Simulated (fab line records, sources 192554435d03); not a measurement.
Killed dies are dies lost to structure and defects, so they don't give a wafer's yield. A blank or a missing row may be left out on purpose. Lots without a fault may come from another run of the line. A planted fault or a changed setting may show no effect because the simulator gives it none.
Split-lot experiment | flow n5_finfet | 7 lots, 21 wafers read, on a route of 1938 steps

THE SPLIT
At N5_BEOL_M5_COAT_22 (resist thk 30 nm), the setting spin_rpm was moved away from the recipe's 1500 rpm on 5 of the 21 wafers read, by -10.7% to +7.1%. The other wafers ran this setting at the recipe's value.

FROM THE SPLIT TO THE READING: what the file shows between them, 5 steps
- N5_BEOL_M5_EBR_24
- N5_BEOL_M5_SOFTBAKE_23: time 60 s
- N5_BEOL_M5_EXPOSE_25: exposes mask V4, defocus 10 nm
- N5_BEOL_M5_PEB_26: peb time 60 s
- N5_BEOL_M5_DEVELOP_27: develop time 30 s

THE READING
CAR-EUV_of_BEOL_M5_COAT_22.thk_nm (the simulator's own value, which no gauge read), in nm, at N5_BEOL_M5_DESCUM_33 (chemistry O2, time 7 s). The file gives no usual value for it. The 16 wafers here that ran the recipe average 26.1 nm, standard deviation 0.099 nm.

wafer  | tool, chamber at the split | spin_rpm as run, rpm | against the recipe | CAR-EUV_of_BEOL_M5_COAT_22.thk_nm, nm | against lot-mates on the recipe
L074.1 | litho_track-01, 0          | 1500                 | recipe             | 26.2                                  | -
L074.2 | litho_track-01, 0          | 1393                 | -7.1%              | 27.2                                  | +1.1
L074.3 | litho_track-01, 0          | 1500                 | recipe             | 26                                    | -
L076.1 | litho_track-01, 0          | 1500                 | recipe             | 26                                    | -
L076.2 | litho_track-01, 0          | 1500                 | recipe             | 26                                    | -
L076.6 | litho_track-01, 0          | 1500                 | recipe             | 26                                    | -
L083.3 | litho_track-03, 0          | 1428                 | -4.8%              | 26.8                                  | +0.8
L083.4 | litho_track-03, 0          | 1500                 | recipe             | 26                                    | -
L083.5 | litho_track-03, 0          | 1500                 | recipe             | 26                                    | -
L089.1 | litho_track-01, 0          | 1500                 | recipe             | 26.2                                  | -
L089.4 | litho_track-01, 0          | 1500                 | recipe             | 26.2                                  | -
L089.5 | litho_track-01, 0          | 1500                 | recipe             | 26.2                                  | -
L092.1 | litho_track-03, 0          | 1340                 | -10.7%             | 27.8                                  | +1.8
L092.6 | litho_track-03, 0          | 1340                 | -10.7%             | 27.8                                  | +1.8
L092.4 | litho_track-03, 0          | 1500                 | recipe             | 26                                    | -
L095.1 | litho_track-01, 0          | 1607                 | +7.1%              | 25                                    | -1.2
L095.3 | litho_track-01, 0          | 1500                 | recipe             | 26.2                                  | -
L095.4 | litho_track-01, 0          | 1500                 | recipe             | 26.2                                  | -
L096.2 | litho_track-02, 0          | 1500                 | recipe             | 26                                    | -
L096.4 | litho_track-02, 0          | 1500                 | recipe             | 26                                    | -
L096.5 | litho_track-02, 0          | 1500                 | recipe             | 26.2                                  | -

THE FIT
A straight line over all 21 wafers: CAR-EUV_of_BEOL_M5_COAT_22.thk_nm changes by -0.158 nm for each +1% of spin_rpm; r = -0.99; the points scatter about the line by 0.093 nm.
The same after taking each lot's own level away (the mean of its wafers on the recipe; 21 wafers): -0.167 nm for each +1%; r = -1.00; scatter 0.054 nm.
On that fit, the largest move of spin_rpm shifts the reading by 1.8 nm.
The lots' own levels span 26.00 to 26.20 nm, that is 2.0 times the standard deviation above.
So the lot-to-lot level changes the slope little: the two slopes agree.
Check: with one of the wafers moved furthest among these (-10.7%) left out of the fit, the line predicts +1.76 nm for it against its lot-mates. It came out at +1.8 nm against them.

OTHER SPLITS ON THESE WAFERS
These wafers also went through other splits before the reading. Each is held against what the fit with the lots' levels taken away leaves over:
other split on the same wafers | wafers away from the commonest value | r with CAR-EUV_of_BEOL_M5_COAT_22.thk_nm (lot level and that fit taken away)
N5_BEOL_M2_COAT_73 temp_c      | 8                                    | +0.00
N5_BEOL_M3_COAT_05 spin_rpm    | 7                                    | -0.21
N5_BEOL_M3_EXPOSE_08 dose_mj   | 5                                    | +0.28
N5_BEOL_M3_VIA_ETCH_34 time_s  | 4                                    | +0.52
N5_BEOL_M4_ETCH_70 time_s      | 4                                    | +0.60
N5_BEOL_M5_COAT_05 spin_rpm    | 5                                    | +0.08
N5_BEOL_M5_COAT_65 spin_rpm    | 6                                    | -0.22

THE WHOLE CHAIN: every reading that the file lists as answering this split, in the file's order
step                  | what it does           | reading                                                                            | change (the file's fit)               | r (the file's)
N5_BEOL_M5_COAT_22    | resist thk 30 nm       | CAR-EUV_of_BEOL_M5_COAT_22.thk_nm (the simulator's own value, which no gauge read) | -0.161 nm for each +1% of the setting | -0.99
N5_BEOL_M5_DEVELOP_27 | develop time 30 s      | CAR-EUV_of_BEOL_M5_COAT_22.thk_nm (the simulator's own value, which no gauge read) | -0.152 nm for each +1% of the setting | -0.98
N5_BEOL_M5_DESCUM_33  | chemistry O2, time 7 s | CAR-EUV_of_BEOL_M5_COAT_22.thk_nm (the simulator's own value, which no gauge read) | -0.165 nm for each +1% of the setting | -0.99

THE FILE'S OWN FIT
CAR-EUV_of_BEOL_M5_COAT_22.thk_nm changes by -0.165 nm for each +1% of spin_rpm, r = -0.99.
